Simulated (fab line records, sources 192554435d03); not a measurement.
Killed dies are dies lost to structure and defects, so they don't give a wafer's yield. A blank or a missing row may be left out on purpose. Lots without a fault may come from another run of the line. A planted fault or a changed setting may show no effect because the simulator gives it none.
Chamber matching | flow n5_finfet | N5_FIN_SAQP_SPACER2_ALD_28 on ald_sin-02: 4 sister chambers
The step deposits SiO2, target thk 8.1 nm, pulse time 1 s, purge time 2 s. 4 wafers are shown with their chamber, then 8 later ones without.

WAFERS WITH THEIR CHAMBER
wafer  | chamber | heater_power_w (W)
L085.3 | 0       | 506
L085.4 | 3       | 434
L085.6 | 2       | 488
L088.1 | 1       | 471

WAFERS WITHOUT THEIR CHAMBER
wafer  | heater_power_w (W)
L088.2 | 436
L088.4 | 433
L091.1 | 488
L091.4 | 438
L091.5 | 437
L092.4 | 459
L092.5 | 439
L092.6 | 485

WHICH CHAMBER EACH WENT THROUGH
wafer  | from the rows above | in truth
L088.2 | 3                   | 3
L088.4 | 3                   | 3
L091.1 | 2                   | 2
L091.4 | 3                   | 3
L091.5 | 3                   | 3
L092.4 | 1                   | 1
L092.5 | 3                   | 3
L092.6 | 2                   | 2
Placed correctly: 8 of 8. Can't be placed from these rows: 0. Placed wrongly: 0.
How it was worked out, from the rows above alone: a wafer's distance from a chamber is the root of the sum, over the readings, of the square of ((its reading less the chamber's mean) divided by the reading's scatter). The wafer belongs to the nearest chamber; if the next one is less than 2 further off, it can't be placed. A chamber's mean is the mean of its shown wafers. The scatter: with one shown wafer a chamber, the root of the mean of the squares of how far each hidden wafer lies from its nearest shown one.
